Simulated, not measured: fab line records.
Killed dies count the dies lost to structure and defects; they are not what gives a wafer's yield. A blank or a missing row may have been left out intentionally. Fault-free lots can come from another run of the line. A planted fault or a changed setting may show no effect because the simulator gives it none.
Lot-split experiment ; flow n5_finfet ; 21 wafers read across 7 lots, on a route 1938 steps long

## SPLIT DETAILS
At N5_MOL_CONTACT_COAG_ETCH_110 (etches Si in CF4/O2, target depth 2.5 nm, time 8 s), the setting bias_w was moved away from the recipe's 12 W on 6 of the 21 wafers read, by +6.8% to +14.6%. For the rest of the wafers, this setting stayed at what the recipe calls for.

The split's own step is where the reading is taken.

## THE READING
rf_vpp_V, in V, at N5_MOL_CONTACT_COAG_ETCH_110 (etches Si in CF4/O2, target depth 2.5 nm, time 8 s). On this fab line, fault-free wafers typically give 127.0 V with a standard deviation of 2.6 V.

wafer;tool, chamber at the split;bias_w as run, W;against the recipe;rf_vpp_V, V;against lot-mates on the recipe
L077.1;rie_diel-06, 0;12.84;+7.0%;141.4;+16.4
L077.2;rie_diel-06, 1;12;recipe;125.0;-
L077.6;rie_diel-06, 3;12.84;+7.0%;136.2;+11.2
L081.2;rie_diel-02, 3;12;recipe;125.8;-
L081.4;rie_diel-02, 2;12;recipe;126.9;-
L081.5;rie_diel-02, 1;12;recipe;126.1;-
L083.4;rie_diel-03, 2;12;recipe;122.6;-
L083.5;rie_diel-03, 1;12;recipe;128.7;-
L083.6;rie_diel-03, 0;12;recipe;125.3;-
L084.1;rie_diel-02, 1;12;recipe;124.7;-
L084.4;rie_diel-02, 0;12;recipe;130.0;-
L084.6;rie_diel-02, 1;12;recipe;126.2;-
L088.1;rie_diel-06, 3;12;recipe;129.9;-
L088.2;rie_diel-06, 2;12.81;+6.8%;135.8;+5.9
L088.5;rie_diel-06, 0;12.81;+6.8%;140.2;+10.3
L090.2;rie_diel-02, 3;12;recipe;125.2;-
L090.3;rie_diel-02, 1;13.75;+14.6%;141.4;+16.2
L090.6;rie_diel-02, 2;13.75;+14.6%;143.4;+18.2
L092.1;rie_diel-03, 1;12;recipe;127.3;-
L092.4;rie_diel-03, 3;12;recipe;128.7;-
L092.5;rie_diel-03, 2;12;recipe;122.4;-

FIT RESULTS
A straight line over all 21 wafers: rf_vpp_V changes by +1.27 V for each +1% of bias_w; r = +0.91; the points scatter about the line by 2.8 V.
The same after taking each lot's own level away (the mean of its wafers on the recipe; 21 wafers): +1.29 V for each +1%; r = +0.92; scatter 2.6 V.
On that fit, the largest move of bias_w shifts the reading by 19 V.
The span of the lots' own levels, 125.00 to 129.90 V, comes to 1.9 times the standard deviation stated above.
Consequently the slope shifts little with the lot-to-lot level, the two slopes agreeing.
Check: with one of the wafers moved furthest among these (+14.6%) left out of the fit, the line predicts +20.5 V for it against its lot-mates. It came out at +16.2 V against them.
Tool readings at the split's step, against how far the setting was moved: rf_vpp_V r = +0.91.

## THE OTHER SPLITS THESE WAFERS WENT THROUGH
Other splits were also applied to these wafers ahead of the reading. Each is held against what the fit with the lots' levels taken away leaves over:
other split on the same wafers;wafers away from the commonest value;r with rf_vpp_V (lot level and that fit taken away)
N5_HKMG_FIN_COAT_42 spin_rpm;10;+0.12
N5_HKMG_FIN_ETCH_54 source_w;6;+0.00

## THE FILE'S OWN FIT
rf_vpp_V changes by +1.31 V for each +1% of bias_w, r = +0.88.
